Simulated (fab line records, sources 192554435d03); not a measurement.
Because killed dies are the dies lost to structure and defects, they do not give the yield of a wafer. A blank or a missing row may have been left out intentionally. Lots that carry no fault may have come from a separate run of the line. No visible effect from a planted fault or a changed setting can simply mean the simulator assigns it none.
2 desks looking at one fault | flow n5 finfet | every desk sees just its own numbers, and what lay behind them comes last

## DESK OF THE TOOL OWNER: krf scanner-01
The tool's own readings at N5_BEOL_M14_EXPOSE_25 (exposes mask M14, target cd 280 nm): means of the sampled wafers that have a number, for each lot that ran on this tool. Any lot whose mean is over 4 standard deviations away from the usual mean is out of limits and marked OUT; that distance is given in the brackets.
Columns: A = stage vel mm s at N5_BEOL_M14_EXPOSE_25, usual 499.96 mm/s
lot  | first seen here | A
L751 | day 12 15:14    | 500.04
L755 | day 13 01:50    | 499.99
L753 | day 13 09:08    | 499.76
L756 | day 14 10:07    | 500.05
L759 | day 15 03:01    | 499.87
L761 | day 15 17:08    | 499.64
L763 | day 16 04:30    | 500.13
This desk found nothing out of limits on any of the 7 lots.

## FROM THE METROLOGY DESK
Lot by lot, what the gauges showed, no matter which tool ran the lot: averages of those sampled wafers that carry a number. Any lot whose mean is over 4 standard deviations away from the usual mean is out of limits and marked OUT; that distance is given in the brackets. Readings shown: 7 out of 26 (the first out of limits, and those lying furthest out on some lot).
Columns: A = cd nm at N5_BEOL_M14_CD_MEAS_28, usual 284.3 nm; B = COMB_M5 at N5_BEOL_M15_RC_MEAS_101, usual 3.6e-11 S/m; C = SERP_M10 at N5_BEOL_M15_RC_MEAS_101, usual 3.05 ohm/um; D = SERP_M12 at N5_BEOL_M15_RC_MEAS_101, usual 0.634 ohm/um; E = SERP_M14 at N5_BEOL_M15_RC_MEAS_101, usual 0.160 ohm/um; F = SERP_M6 at N5_BEOL_M15_RC_MEAS_101, usual 13.5 ohm/um; G = SERP_M7 at N5_BEOL_M15_RC_MEAS_101, usual 13.9 ohm/um
lot  | first seen here | A                | B       | C    | D     | E     | F    | G
L751 | day 12 14:56    | 282.0            | 3.2e-11 | 3.24 | 0.634 | 0.162 | 13.2 | 14.4
L755 | day 13 01:41    | 284.5            | 3.4e-11 | 3.12 | 0.601 | 0.160 | 12.4 | 13.6
L753 | day 13 08:58    | 284.5            | 5.2e-11 | 3.09 | 0.643 | 0.163 | 13.9 | 15.1
L756 | day 14 09:58    | 283.9            | 4.0e-11 | 3.05 | 0.633 | 0.157 | 13.9 | 13.9
L759 | day 15 02:44    | 285.2            | 3.8e-11 | 3.06 | 0.631 | 0.156 | 13.4 | 13.7
L761 | day 15 16:59    | 283.3            | 4.0e-11 | 2.99 | 0.632 | 0.164 | 13.5 | 13.3
L763 | day 16 04:20    | 292.9 (+5.7) OUT | 4.3e-11 | 3.08 | 0.620 | 0.151 | 13.8 | 13.2
L772 | day 19 07:08    | 283.2            | 3.3e-11 | 2.95 | 0.637 | 0.164 | 12.9 | 14.8
This desk finds L763 out of limits, L763 being first, at day 16 04:40 (cd nm at N5_BEOL_M14_CD_MEAS_28). In limits: L751, L755, L753, L756, L759, L761, L772.

## PUT TOGETHER
The metrology desk could have raised an alarm at day 16 04:40, on L763.
The desk of the tool owner found nothing out of limits.
Tool owner's desk: L763 on record, inside its limits.
The lots listed all ran N5_BEOL_M14_EXPOSE_25 on krf scanner-01.

## WHAT WAS PUT IN BY THE SIMULATOR
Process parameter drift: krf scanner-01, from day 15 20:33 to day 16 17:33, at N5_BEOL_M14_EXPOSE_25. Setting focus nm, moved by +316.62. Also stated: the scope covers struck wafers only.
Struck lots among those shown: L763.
Delay in hours, fault start to first out-of-limits reading, per desk: metrology desk 8.
